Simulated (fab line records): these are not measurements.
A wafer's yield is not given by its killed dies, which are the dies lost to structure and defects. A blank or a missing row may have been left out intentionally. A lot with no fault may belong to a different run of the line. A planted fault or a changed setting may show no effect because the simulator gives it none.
fab line records ; flow n5-finfet
[record] lots = 6; wafers = 17; last-day = 17
route steps=1938 shown BEOL_M12@1636 PASSIVATION@1936
lots untouched by any fault: they come from a run of this same line in which no faults occurred
start-h: hours from the record's opening day to when the first of the lot's shown wafers began ; wait-h: hours elapsed since this lot's preceding step ; " the same as in the row above ; L1.1+2: a row that stands for several wafers ; - no value present, or no start provided ; * or withheld: withheld ; < > ~ a bound
route shown NAME@n: names a module that has steps shown in the file, with the first one's number in the route ; usual: the fault-free wafers' mean and standard deviation ; same: alike in all rows ; chamber/n: place in a boat ; sites: each site's reading ; _std_site: standard deviation across them ; _edge_site: outer sites' mean less inner sites' ; radius-mm: how far each site lies from the wafer's centre ; mask NAME#n: copy n ; behind: the tool/chamber that last shaped the wafer ; hold: cause of the lot's hold/its duration in hours/its outcome ; device: the transistor (n, p or np) that didn't switch ; end of line: the route-end tests of the same wafers ; where a step has no rows: the recipe by itself ; killed: dies that structure and defects cost at the first sort, which is not the same as the wafer's yield ; map: a wafer's dies, x killed, . not, _ none there
set.NAME: the setting the step ran with; set.NAME@STEP: the setting that earlier step ran with ; model.NAME: the simulator's own value behind a step, which no gauge read
a table for each step, a row for each wafer; lots at some steps of the route
services: when a tool's chamber went out of use (start-h, in hours from the record's first day, below 0 if earlier), for how many hours, and the reason
[[steps]]
[step N5_BEOL_M12_ETCH_67]
[recipe] chemistry = CF4; target = SiARC; target-depth-a = 1430; time-s = 238.3; ion-energy-ev = 80; pressure-mtorr = 40; source-w = 545; bias-w = 36; Ar_flow_sccm = 100; cf4-flow-sccm = 100; ends = cleared
[usual] drypump-motor-current-A = 5.5/0.38; etch-rf-on-time-s = 242/9.9; oes-product-au = 0.70/0.069; rf-vpp-V = 184.2/1.2; showerhead-plenum-p-Torr = 2.15/0.082; throttle-valve-pct = 15.51/0.28
lot.wafer;tool;chamber;start-h;wait-h;drypump-motor-current-A;etch-rf-on-time-s;oes-product-au;rf-hours-counter-h;rf-vpp-V;showerhead-plenum-p-Torr;throttle-valve-pct
L968.1;rie-diel-04;3;245.36;0.0;5.0;228;0.76;25;183.9;2.18;15.05
L968.3;rie-diel-04;1;245.36;0.0;5.6;244;0.80;14;185.2;2.27;15.33
L968.6;rie-diel-04;3;245.36;0.0;5.1;227;0.76;-;183.4;2.18;15.05
L971.1;rie-diel-04;2;259.86;0.0;5.7;249;0.76;12;184.8;2.20;15.66
L971.5;rie-diel-04;1;259.86;0.0;5.6;241;0.78;-;184.6;2.27;15.33
L971.6;rie-diel-04;0;259.86;0.0;6.0;240;0.73;-;184.0;2.18;15.32
L978.1;rie-diel-05;2;286.73;0.0;5.7;236;0.64;185;181.9;1.97;16.06
L978.5;rie-diel-05;2;286.73;0.0;5.7;238;0.64;-;183.2;1.97;16.05
L981.3;rie-diel-01;3;325.98;0.0;5.9;247;0.57;245;184.2;2.19;15.80
L981.5;rie-diel-01;2;325.98;0.0;5.4;232;0.68;-;185.1;2.15;15.56
L981.6;rie-diel-01;3;325.98;0.0;5.9;245;0.57;-;184.3;2.19;15.82
L988.2;rie-diel-05;3;361.40;0.0;5.0;227;0.78;21;185.1;2.18;15.37
L988.3;rie-diel-05;1;361.40;0.0;5.6;256;0.60;141;181.6;2.06;15.50
L988.4;rie-diel-05;2;361.40;0.0;5.7;233;0.62;213;182.8;1.96;16.10
L990.1;rie-diel-01;0;375.46;0.0;6.0;249;0.68;106;182.7;2.08;15.51
L990.3;rie-diel-01;1;375.46;0.0;5.2;245;0.58;224;184.4;2.10;15.82
L990.5;rie-diel-01;0;375.46;0.0;6.0;247;0.68;-;183.8;2.08;15.53
[step N5_BEOL_M12_ETCH_68]
[recipe] chemistry = N2/H2; target = SOC; mask-material = SiARC; source-w = 3000; bias-w = 350; temp-c = 40; time-s = 285; ion-energy-ev = 200; pressure-mtorr = 30; n2-flow-sccm = 200; h2-flow-sccm = 200
[usual] drypump-motor-current-A = 5.5/0.38; oes-product-au = 0.83/0.081; rf-vpp-V = 524.2/3; showerhead-plenum-p-Torr = 2.55/0.1; throttle-valve-pct = 17.68/0.28
[same] time-s = 285
lot.wafer;tool;chamber;start-h;wait-h;drypump-motor-current-A;oes-product-au;rf-hours-counter-h;rf-vpp-V;showerhead-plenum-p-Torr;throttle-valve-pct
L968.1;rie-diel-04;3;245.51;0.1;5.1;0.88;25;526.0;2.61;17.34
L968.3;rie-diel-04;1;245.51;0.1;5.6;0.96;14;528.7;2.72;17.66
L968.6;rie-diel-04;3;245.51;0.1;5.1;0.89;-;526.5;2.61;17.33
L971.1;rie-diel-04;2;260.01;0.1;5.7;0.92;12;526.1;2.57;17.62
L971.5;rie-diel-04;1;260.01;0.1;5.6;0.95;-;527.7;2.72;17.69
L971.6;rie-diel-04;0;260.01;0.1;6.0;0.86;-;525.0;2.59;17.47
L978.1;rie-diel-05;2;286.88;0.1;5.7;0.74;185;517.8;2.34;18.36
L978.5;rie-diel-05;2;286.88;0.1;5.7;0.74;-;517.9;2.34;18.34
L981.3;rie-diel-01;3;326.13;0.1;6.0;0.68;245;525.9;2.62;18.00
L981.5;rie-diel-01;2;326.13;0.1;5.4;0.79;-;523.7;2.54;17.60
L981.6;rie-diel-01;3;326.13;0.1;5.9;0.67;-;525.8;2.62;18.01
L988.2;rie-diel-05;3;361.55;0.1;5.0;0.88;21;525.5;2.58;17.31
L988.3;rie-diel-05;1;361.55;0.1;5.6;0.73;141;520.9;2.44;17.68
L988.4;rie-diel-05;2;361.55;0.1;5.7;0.71;213;518.4;2.33;18.39
L990.1;rie-diel-01;0;375.61;0.1;6.0;0.83;106;520.2;2.44;17.59
L990.3;rie-diel-01;1;375.61;0.1;5.2;0.70;224;524.0;2.51;17.96
L990.5;rie-diel-01;0;375.61;0.1;6.0;0.83;-;520.9;2.44;17.59
[step N5_BEOL_M12_STRIP_69]
[recipe] chemistry = N2/H2; temp-c = 40; n2-flow-sccm = 200; h2-flow-sccm = 200; rf-frequency-hz = 6e+07
[step N5_BEOL_M12_TRENCH_ETCH_34]
[recipe] chemistry = C4F8/O2/Ar; target = SiOC; target-depth-a = 3189.5; mask-material = SOC; pressure-mtorr = 30; source-w = 3000; bias-w = 700; Ar_flow_sccm = 400; C4F8_flow_sccm = 15; O2_flow_sccm = 8; he-inner-torr = 15; he-outer-torr = 30; time-s = 125.5; ion-energy-ev = 250
[step N5_BEOL_M12_STRIP_70]
[recipe] chemistry = C4F8/O2/Ar; resist = SiARC; rf-frequency-hz = 6e+07
[step N5_BEOL_M12_OCD_MEAS_35]
[usual] trench-depth-nm = 319/5
lot.wafer;tool;chamber;start-h;wait-h;trench-depth-nm
L968.1;ocd-02;-;245.84;0.0;322
L968.3;ocd-02;-;245.84;0.0;327
L968.6;ocd-02;-;245.84;0.0;322
L971.1;ocd-01;-;260.34;0.0;315
L971.5;ocd-01;-;260.34;0.0;324
L971.6;ocd-01;-;260.34;0.0;319
L978.1;ocd-01;-;287.22;0.0;313
L978.5;ocd-01;-;287.22;0.0;310
L981.3;ocd-02;-;326.47;0.0;313
L981.5;ocd-02;-;326.47;0.0;318
L981.6;ocd-02;-;326.47;0.0;312
L988.2;ocd-01;-;361.88;0.0;317
L988.3;ocd-01;-;361.88;0.0;311
L988.4;ocd-01;-;361.88;0.0;309
L990.1;ocd-02;-;375.94;0.0;321
L990.3;ocd-02;-;375.94;0.0;323
L990.5;ocd-02;-;375.94;0.0;320
[step N5_BEOL_M12_STRIP_37]
[recipe] chemistry = N2/H2; power-w = 1000; temp-c = 250; h2-frac = 0.65; overash-fraction = 0.3; pressure-mtorr = withheld; n2-flow-sccm = 1750; h2-flow-sccm = 3250
[usual] drypump-motor-current-A = 5.9/0.73; heater-power-w = 329/13; oes-product-au = 0.790/0.011
lot.wafer;tool;chamber;start-h;wait-h;drypump-motor-current-A;heater-power-w;oes-product-au;rf-hours-counter-h
L968.1;plasma-asher-02;1;245.88;0.0;4.8;304;0.784;75
L968.3;plasma-asher-02;1;245.88;0.0;4.7;311;0.798;-
L968.6;plasma-asher-02;0;245.88;0.0;6.7;332;0.795;-
L971.1;plasma-asher-01;1;260.38;0.0;6.5;324;0.781;114
L971.5;plasma-asher-01;0;260.38;0.0;5.4;346;0.808;-
L971.6;plasma-asher-01;1;260.38;0.0;6.5;322;0.793;-
L978.1;plasma-asher-01;0;287.26;0.0;5.4;339;0.789;119
L978.5;plasma-asher-01;1;287.26;0.0;6.6;321;0.803;-
L981.3;plasma-asher-01;1;326.52;0.1;6.5;322;0.813;-
L981.5;plasma-asher-01;1;326.52;0.1;6.5;308;0.786;-
L981.6;plasma-asher-01;0;326.52;0.1;5.4;349;0.804;-
L988.2;plasma-asher-01;1;361.92;0.0;6.6;332;0.778;135
L988.3;plasma-asher-01;0;361.92;0.0;5.4;344;0.788;-
L988.4;plasma-asher-01;1;361.92;0.0;6.5;324;0.779;-
L990.1;plasma-asher-01;1;376.30;0.4;6.6;331;0.764;140
L990.3;plasma-asher-01;0;376.30;0.4;5.4;337;0.784;-
L990.5;plasma-asher-01;1;376.30;0.4;6.6;325;0.793;-
[step N5_BEOL_M12_ETCH_38]
[recipe] chemistry = CF4/N2; target = SiCN; target-depth-a = 687; taper-deg = 2; time-s = 73.4; ion-energy-ev = 150; mask-material = SiO2; pressure-mtorr = 40; source-w = 430; bias-w = 70; Ar_flow_sccm = 100; cf4-flow-sccm = 60; n2-flow-sccm = 60
[step N5_BEOL_M12_PRECLEAN_39]
[recipe] chemistry = residue-remover; time-s = 60; temp-c = 40
[step N5_BEOL_M12_SRD_40]
[recipe] time-s = 30; temp-c = 23; rinse-liquid = diw; dry = n2-spin; spin-rpm = 1500; dry-time-s = 30
[step N5_BEOL_M12_DEGAS_41]
[recipe] ambient = vacuum; temp-c = 250; time-s = 60
[usual] heater-power-w = 330/22
[same] time-s = 60
lot.wafer;tool;chamber;start-h;wait-h;heater-power-w
L968.1;pvd-sputter-03;-;254.42;2.5;330
L968.3;pvd-sputter-03;-;254.42;2.5;315
L968.6;pvd-sputter-03;-;254.42;2.5;288
L971.1;pvd-sputter-01;-;260.71;0.0;329
L971.5;pvd-sputter-01;-;260.71;0.0;343
L971.6;pvd-sputter-01;-;260.71;0.0;322
L978.1;pvd-sputter-01;-;289.36;0.3;352
L978.5;pvd-sputter-01;-;289.36;0.3;335
L981.3;pvd-sputter-01;-;328.96;0.3;329
L981.5;pvd-sputter-01;-;328.96;0.3;322
L981.6;pvd-sputter-01;-;328.96;0.3;332
L988.2;pvd-sputter-02;-;364.00;1.8;367
L988.3;pvd-sputter-02;-;364.00;1.8;296
L988.4;pvd-sputter-02;-;364.00;1.8;311
L990.1;pvd-sputter-02;-;377.63;0.5;301
L990.3;pvd-sputter-02;-;377.63;0.5;373
L990.5;pvd-sputter-02;-;377.63;0.5;373
[step N5_BEOL_M12_PRE_CLEAN_42]
[recipe] gas = H2/He; time-s = 30; temp-c = 250
[usual] heater-power-w = 331/23
[same] time-s = 30
lot.wafer;tool;chamber;start-h;wait-h;heater-power-w
L968.1;pvd-sputter-03;-;254.46;0.0;324
L968.3;pvd-sputter-03;-;254.46;0.0;309
L968.6;pvd-sputter-03;-;254.46;0.0;283
L971.1;pvd-sputter-01;-;260.75;0.0;335
L971.5;pvd-sputter-01;-;260.75;0.0;354
L971.6;pvd-sputter-01;-;260.75;0.0;328
L978.1;pvd-sputter-01;-;289.40;0.0;356
L978.5;pvd-sputter-01;-;289.40;0.0;333
L981.3;pvd-sputter-01;-;329.00;0.0;332
L981.5;pvd-sputter-01;-;329.00;0.0;314
L981.6;pvd-sputter-01;-;329.00;0.0;342
L988.2;pvd-sputter-02;-;364.04;0.0;366
L988.3;pvd-sputter-02;-;364.04;0.0;309
L988.4;pvd-sputter-02;-;364.04;0.0;307
L990.1;pvd-sputter-02;-;377.67;0.0;298
L990.3;pvd-sputter-02;-;377.67;0.0;373
L990.5;pvd-sputter-02;-;377.67;0.0;373
[step N5_BEOL_M12_SPUTTER_43]
[recipe] material = TaN; target-thk-a = 150; temp-c = 50; bias-v = 168.6; power-w = 15000; chamber-pressure-pa = 0.12; time-s = 24.19
[usual] throttle-valve-pct = 29.9/1.1
lot.wafer;tool;chamber;start-h;wait-h;throttle-valve-pct;model.TaN_of_BEOL_M12_SPUTTER_43.thk-nm
L968.1;pvd-sputter-03;-;254.50;0.0;29.5;14.8
L968.3;pvd-sputter-03;-;254.50;0.0;30.2;14.6
L968.6;pvd-sputter-03;-;254.50;0.0;30.1;15
L971.1;pvd-sputter-01;-;260.79;0.0;29.7;14.8
L971.5;pvd-sputter-01;-;260.79;0.0;31.1;15
L971.6;pvd-sputter-01;-;260.79;0.0;30.0;14.8
L978.1;pvd-sputter-01;-;289.44;0.0;30.9;13.2
L978.5;pvd-sputter-01;-;289.44;0.0;29.7;12.8
L981.3;pvd-sputter-01;-;329.04;0.0;30.2;14.4
L981.5;pvd-sputter-01;-;329.04;0.0;31.6;13
L981.6;pvd-sputter-01;-;329.04;0.0;29.2;14.6
L988.2;pvd-sputter-02;-;364.08;0.0;27.7;15.4
L988.3;pvd-sputter-02;-;364.08;0.0;31.0;15
L988.4;pvd-sputter-02;-;364.08;0.0;29.7;15.2
L990.1;pvd-sputter-02;-;377.71;0.0;31.0;15.2
L990.3;pvd-sputter-02;-;377.71;0.0;27.7;15.2
L990.5;pvd-sputter-02;-;377.71;0.0;27.7;15.4
[step N5_BEOL_M12_SPUTTER_44]
[recipe] material = Ta; target-thk-a = 100; temp-c = 50; bias-v = 80; power-w = 15000; chamber-pressure-pa = 0.07; time-s = 16.13
[step N5_BEOL_M12_SPUTTER_45]
[recipe] material = Cu; target-thk-a = 800; temp-c = -20; bias-v = 60; power-w = 26000; chamber-pressure-pa = 0.13; time-s = 13.33
[step N5_BEOL_M12_ECD_47]
[recipe] material = Cu; target-thk-a = 7200
[step N5_BEOL_M12_ANNEAL_48]
[recipe] temp-c = 225; time-s = 90; ambient = N2
[step N5_BEOL_M12_CMP_49]
[recipe] stop-on = SiOC; t-overpolish-s = 20.6; down-force-psi = 1; platen-rpm = 50; clearing-platen-down-force-psi = 1.5; clearing-platen-rpm = 50; post-cmp-clean = cu-alkaline; target-thk-nm = 320; clearing-platen-pad-velocity-m-s = 0.99484; pad-velocity-m-s = 0.99484
[usual] barrier-field-endpoint-s = 30.1/0.73; motor-current-A = 6.1/0.57
lot.wafer;tool;chamber;start-h;wait-h;barrier-field-endpoint-s;motor-current-A
L968.1;cmp-02;1;255.26;0.3;31.0;6.0
L968.3;cmp-02;2;255.26;0.3;29.3;6.7
L968.6;cmp-02;1;255.26;0.3;31.5;6.2
L971.1;cmp-01;1;261.52;0.3;30.1;5.5
L971.5;cmp-01;1;261.52;0.3;29.8;5.3
L971.6;cmp-01;2;261.52;0.3;29.8;6.7
L978.1;cmp-04;0;290.27;0.4;25.9;5.7
L978.5;cmp-04;1;290.27;0.4;27.1;5.1
L981.3;cmp-04;1;330.32;0.2;29.2;5.2
L981.5;cmp-04;1;330.32;0.2;27.0;5.0
L981.6;cmp-04;2;330.32;0.2;30.6;6.4
L988.3;cmp-04;1;364.80;0.2;29.0;5.2
L988.2;cmp-04;2;364.80;0.2;30.1;6.2
L988.4;cmp-04;3;364.80;0.2;30.0;6.8
L990.1;cmp-04;1;378.43;0.3;29.9;5.4
L990.3;cmp-04;2;378.43;0.3;30.8;6.3
L990.5;cmp-04;2;378.43;0.3;31.3;6.3
[step N5_BEOL_M12_THK_MEAS_50]
[recipe] thk-meas-gauge = xrf; reads = Cu_of_BEOL_M12_ECD_47
[usual] M12_THK = 314/5.5
lot.wafer;tool;chamber;start-h;wait-h;M12_THK[nm]
L968.1;film-metro-01;-;255.52;-;315
L968.3;film-metro-01;-;255.52;-;321
L968.6;film-metro-01;-;255.52;-;316
L971.1;film-metro-01;-;261.81;-;312
L971.5;film-metro-01;-;261.81;-;322
L971.6;film-metro-01;-;261.81;-;315
L978.1;film-metro-02;-;290.46;-;310
L978.5;film-metro-02;-;290.46;-;309
L981.3;film-metro-02;-;330.62;-;307
L981.5;film-metro-02;-;330.62;-;312
L981.6;film-metro-02;-;330.62;-;305
L988.2;film-metro-01;-;365.10;-;306
L988.3;film-metro-01;-;365.10;-;301
L988.4;film-metro-01;-;365.10;-;297
L990.1;film-metro-01;-;378.72;-;315
L990.3;film-metro-01;-;378.72;-;316
L990.5;film-metro-01;-;378.72;-;315
[step N5_PASSIVATION_PROBE_49]
[usual] defect-limited-yield = 91.1/1.6; killed_at_M0_to_M3 = 35/11; killed_at_M4_up = 13/5.4; killed-at-contacts = 13/6.5; killed-at-front-end = 40/14; killed-at-other = 4/3.1; killed-dies = 105/18; killed-on-rim = 14/4.1; killed-open = 69/14; killed-short = 34/7.3; sort_bin_5_function = 5.2/0.96; sort_bin_6_memory = 3.4/0.77; sort_bin_8_speed = 0.02/0.13; sort-n-pass = 1075/19; sort-yield-pct = 91.1/1.6
[same] gross-dies = 1180; killed-at-back-side = 0; sort_bin_4_leakage[%] = 0
lot.wafer;tool;chamber;start-h;wait-h;defect-limited-yield[%];killed_at_M0_to_M3;killed_at_M4_up;killed-at-contacts;killed-at-front-end;killed-at-other;killed-dies;killed-on-rim;killed-open;killed-short;sort_bin_5_function[%];sort_bin_6_memory[%];sort_bin_8_speed[%];sort-n-pass;sort-yield-pct[%]
L978.1;prober-01;-;328.49;0.0;91.1;39;9;18;39;0;105;17;70;33;5.3;3.5;0;1075;91.1
L978.5;prober-01;-;328.69;0.2;92.4;26;10;13;41;0;90;14;53;36;3.8;3.3;0;1090;92.4
L981.3;prober-02;-;367.98;0.1;91.9;39;15;12;27;2;95;11;67;27;4.8;3.1;0;1085;91.9
L981.5;prober-02;-;368.08;0.2;89.8;46;22;13;35;4;120;18;88;32;5.5;4.2;0;1060;89.8
L981.6;prober-02;-;368.13;0.3;91.0;49;19;9;24;5;106;22;64;41;4.5;4.2;0;1074;91.0
L988.2;prober-01;-;398.06;0.1;90.8;29;12;18;43;7;109;15;83;26;5.5;3.6;0;1071;90.8
L988.3;prober-01;-;398.11;0.1;90.3;33;18;15;38;10;114;22;70;40;4.8;4.4;0.08;1066;90.3
L988.4;prober-01;-;398.16;0.2;91.6;41;18;7;25;8;99;13;74;23;4.2;4.2;0;1081;91.6
L990.1;prober-01;-;413.69;0.0;90.5;28;13;22;45;4;112;17;79;33;5.7;3.5;0;1068;90.5
L990.3;prober-01;-;413.79;0.1;89.3;33;8;23;54;8;126;19;70;48;6.9;3.1;0;1054;89.3
L990.5;prober-01;-;413.89;0.2;87.0;37;7;10;98;1;153;23;113;36;7.9;4.7;0;1027;87.0
// killed by level:class
L978.1 MOL_CONTACT_COAG:geometric-particle:open=13 BEOL_M0_SAQP:geometric-particle:open=11 BEOL_M2:geometric-particle:open=10 BEOL_M0_SAQP:geometric-particle:short=7 FIN_SAQP:geometric-particle:short=5 FIN_SAQP:geometric-particle:open=5 MOL_CONTACT_COAG:geometric-particle:short=5 DUMMY_GATE:geometric-particle:open=4
L978.5 GATE_CUT:geometric-particle:short=12 FIN_SAQP:geometric-particle:open=10 MOL_CONTACT_COAG:geometric-particle:open=8 GATE_CUT:geometric-particle:open=5 MOL_CONTACT_COAG:geometric-particle:short=5 BEOL_M0_SAQP:geometric-particle:short=4 BEOL_M3:geometric-particle:open=4 BEOL_M4:geometric-particle:open=4
L981.3 BEOL_M1:geometric-particle:open=17 MOL_CONTACT_COAG:geometric-particle:open=8 FIN_SAQP:geometric-particle:open=7 BEOL_M2:geometric-particle:open=6 BEOL_M4:geometric-particle:open=5 BEOL_M5:geometric-particle:open=5 FIN_SAQP:geometric-particle:short=4 BEOL_M2:geometric-particle:short=4
L981.5 BEOL_M1:geometric-particle:open=22 STI_FIN_REVEAL:geometric-particle:open=14 BEOL_M4:geometric-particle:open=10 BEOL_M0_SAQP:geometric-particle:short=8 MOL_CONTACT_COAG:geometric-particle:open=7 BEOL_M2:geometric-particle:open=7 MOL_CONTACT_COAG:geometric-particle:short=6 BEOL_M5:geometric-particle:open=5
L981.6 BEOL_M0_SAQP:geometric-particle:short=15 BEOL_M0_SAQP:geometric-particle:open=11 MOL_CONTACT_COAG:geometric-particle:open=9 BEOL_M2:geometric-particle:open=9 FIN_SAQP:geometric-particle:open=8 BEOL_M1:geometric-particle:open=6 BEOL_M4:geometric-particle:open=5 BEOL_M5:geometric-particle:open=4
L988.2 FIN_SAQP:geometric-particle:open=16 MOL_CONTACT_COAG:geometric-particle:open=15 BEOL_M3:geometric-particle:open=12 BEOL_M2:geometric-particle:open=7 FIN_SAQP:geometric-particle:short=6 DUMMY_GATE:geometric-particle:open=5 MIM_TOP_ETCH:geometric-particle:open=5 ILD0:geometric-particle:short=4
L988.3 MOL_CONTACT_COAG:geometric-particle:open=13 BEOL_M1:geometric-particle:open=9 BEOL_M3:geometric-particle:open=9 STARTING-WAFER:geometric-particle:short=8 FIN_SAQP:geometric-particle:short=7 BEOL_M4:geometric-particle:open=6 FIN_SAQP:geometric-particle:open=5 DUMMY_GATE:geometric-particle:open=5
L988.4 BEOL_M3:geometric-particle:open=15 BEOL_M2:geometric-particle:open=14 MOL_CONTACT_COAG:geometric-particle:open=6 FIN_SAQP:geometric-particle:open=5 BEOL_M4:geometric-particle:open=5 BEOL_M8:geometric-particle:open=5 ILD0:geometric-particle:open=4 BEOL_M1:geometric-particle:open=4
L990.1 STI_FIN_REVEAL:geometric-particle:open=19 MOL_CONTACT_COAG:geometric-particle:open=17 BEOL_M2:geometric-particle:open=9 FIN_SAQP:geometric-particle:short=6 FIN_SAQP:geometric-particle:open=5 BEOL_M4:geometric-particle:open=5 MOL_CONTACT_COAG:geometric-particle:short=5 BEOL_M2:geometric-particle:short=5
L990.3 MOL_CONTACT_COAG:geometric-particle:open=18 FIN_SAQP:geometric-particle:open=12 BEOL_M0_SAQP:geometric-particle:short=12 FIN_SAQP:geometric-particle:short=9 STI_FIN_REVEAL:geometric-particle:open=9 BEOL_M0_SAQP:geometric-particle:open=8 BEOL_M4:geometric-particle:short=7 ILD0:geometric-particle:open=5
L990.5 STI_FIN_REVEAL:geometric-particle:open=57 STI_FIN_REVEAL:geometric-particle:short=10 BEOL_M0_SAQP:geometric-particle:open=9 BEOL_M0_SAQP:geometric-particle:short=9 MOL_CONTACT_COAG:geometric-particle:open=8 FIN_SAQP:geometric-particle:open=7 BEOL_M2:geometric-particle:open=7 BEOL_M1:geometric-particle:open=6
[[services]]
tool;chamber;start-h;hours;kind
cmp-01;-;232.64;7.4;pm
plasma-asher-01;-;238.04;20.2;repair
cmp-02;-;241.29;2.6;repair
rie-diel-05;0;245.48;11.8;repair
cmp-04;-;251.09;0.8;repair
cmp-01;-;252.04;3.5;pm
rie-diel-01;-;259.93;15.6;pm
cmp-02;-;278.69;4.0;pm
rie-diel-01;1;286.84;1.3;repair
rie-diel-05;3;295.88;15.1;repair
rie-diel-01;0;311.92;8.4;repair
cmp-01;-;312.84;4.0;pm
rie-diel-05;0;314.81;2.2;repair
plasma-asher-02;-;320.97;1.1;repair
plasma-asher-02;-;325.86;4.1;repair
cmp-01;-;331.15;0.4;repair
cmp-01;-;335.30;2.6;repair
rie-diel-01;3;337.19;-;clean
cmp-02;-;338.84;6.6;pm
pvd-sputter-03;-;355.57;0.7;repair
cmp-04;-;356.88;4.0;pm
pvd-sputter-02;-;365.16;1.1;repair
plasma-asher-02;-;370.14;9.7;repair
pvd-sputter-03;-;378.37;1.7;repair
[[key]]
[first-sign] step = N5_BEOL_M12_CMP_49; reading = barrier-field-endpoint-s; direction = down; sigmas = 4.7; usual = 30.1; struck = 26.6
effect none on later readings
[model-effect] step = N5_BEOL_M12_SPUTTER_43; value = TaN_of_BEOL_M12_SPUTTER_43.thk-nm; without = 14.6; struck = 13
met-at N5_BEOL_M12_SPUTTER_43
struck-wafers L978.1,L978.5,L981.5
onset-between 260.79 289.44
[fault] kind = process-parameter-drift; tool = pvd-sputter-01; chamber = -; onset-h = 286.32; steps = N5_BEOL_M12_SPUTTER_43; channel = time-s; offset = *; shape = step; end-h = 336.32; scope = struck-wafers-only; acts-in = *; stated = *
